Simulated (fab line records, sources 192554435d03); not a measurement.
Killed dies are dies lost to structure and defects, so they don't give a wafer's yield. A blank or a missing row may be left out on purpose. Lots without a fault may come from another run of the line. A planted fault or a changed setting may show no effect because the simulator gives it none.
A struck lot beside a sound one | flow n5_finfet | 16 steps out of a route of 1938
Sound: wafers L753.1, L753.3, L753.5. Struck: wafers L763.1, L763.2. The cause comes at the end.
At each step with rows: each side's tool, then ch and its chambers, then its first start. Under that, the readings that differ: sound wafers | struck wafers | difference of the means | sigmas: that difference in standard deviations of wafers without a fault.
alike: readings whose means differ by less than 2 such deviations, and words and numbers that are the same on both sides. not compared: withheld readings, readings that some wafer has no value for, bounds like >300 that may hide the same value, and numbers for which the record gives no deviation and whose values overlap.
The two part at a step that has a row with sigmas, a row that says differs or no value, or rows on one side only. Numbers that don't overlap but have no deviation are shown without sigmas and don't part them. A reading that every wafer of one side lacks parts them only if that side has two wafers or more.

N5_BEOL_M1_SPUTTER_92: material Cu, target thk 4.5 nm, time 8.29 s.
  sound on pvd_sputter-02, day 6 09:37; struck on pvd_sputter-01, day 9 03:00
  alike: throttle_valve_pct
N5_BEOL_M1_ANNEAL_93: time 240 s.
  sound on pvd_sputter-02, day 6 09:41; struck on pvd_sputter-01, day 9 03:05
  alike: heater_power_w
then, 1 step without rows for these wafers: N5_BEOL_M1_SPUTTER_94 (material Cu, target thk 4.5 nm, time 8.29 s).
N5_BEOL_M1_ANNEAL_95: time 240 s.
  sound on pvd_sputter-02, day 6 09:55; struck on pvd_sputter-01, day 9 03:18
  alike: heater_power_w
then, 3 steps without rows for these wafers: N5_BEOL_M1_SPUTTER_96 (material Cu, target thk 4.5 nm, time 8.29 s); N5_BEOL_M1_ECD_50 (material Cu, target thk 300 nm); N5_BEOL_M1_ANNEAL_51 (time 90 s).
N5_BEOL_M1_CMP_52: polishes, stops on SiOC, t overpolish 6.8 s, target thk 40 nm.
  sound on cmp-01 ch 0,2,3, day 6 10:37; struck on cmp-04 ch 1,3, day 9 04:08
  alike: barrier_field_endpoint_s, motor_current_A, overpolish_run_s, slurry_flow_ml_min, time_to_endpoint_s
N5_BEOL_M1_THK_MEAS_53: measures by xrf.
  sound on film_metro-02, day 6 10:50; struck on film_metro-02, day 9 04:23
  alike: M1_THK
then, 1 step without rows for these wafers: N5_BEOL_M1_PRE_CLEAN_60 (time 15 s).
N5_BEOL_M1_CO_CAP_55: material Co, precursor CCTBA/H2, target thk 2 nm, time 102.1 s.
  sound on cvd_co-02 ch 1,2, day 6 10:55; struck on cvd_co-02 ch 0,1, day 9 04:28
  alike: heater_power_w
then, 1 step without rows for these wafers: N5_BEOL_M1_PRE_CLEAN_56 (time 15 s).
N5_BEOL_M1_DEP_57: deposits SiCN from 3MS/NH3, target thk 8 nm, time 14 s.
  sound on pecvd-01 ch 1,2, day 6 11:02; struck on pecvd-02 ch 0,1, day 9 04:35
  reading                                  | sound       | struck    | difference | sigmas
  throttle_valve_pct (%)                   | 8.3 7.9 8.4 | 9.4 9.2   | +1.1       | +2
  model.SiCN_of_BEOL_M1_DEP_57.thk_nm (nm) | 8 8 7.8     | 11.4 11.2 | +3.4       |
  alike: showerhead_plenum_p_Torr
N5_BEOL_M1_RS_MEAS_58: measures by four-point-probe.
  sound on film_metro-01, day 6 11:05; struck on film_metro-01, day 9 04:39
  alike: M1_RS
N5_BEOL_M4_RC_MEAS_101:
  sound on prober-01 ch 0, day 7 15:47; struck on prober-02 ch 0, day 11 04:00
  alike: DIBL_N, DIBL_P, IOFF_N, IOFF_P, ION_N, ION_P, SS_N, SS_P, VT_N, VT_P
N5_PASSIVATION_PROBE_49:
  the record has rows for the sound wafers here (prober-01, day 12 02:49) and none for the struck ones

WHERE THEY PART
First at N5_BEOL_M1_DEP_57; last, within this record, at N5_PASSIVATION_PROBE_49.

WHY: what the simulator had put in
Process parameter drift: pecvd-02, from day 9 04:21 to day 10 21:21, at N5_BEOL_M1_DEP_57. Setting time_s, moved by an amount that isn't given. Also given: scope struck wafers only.
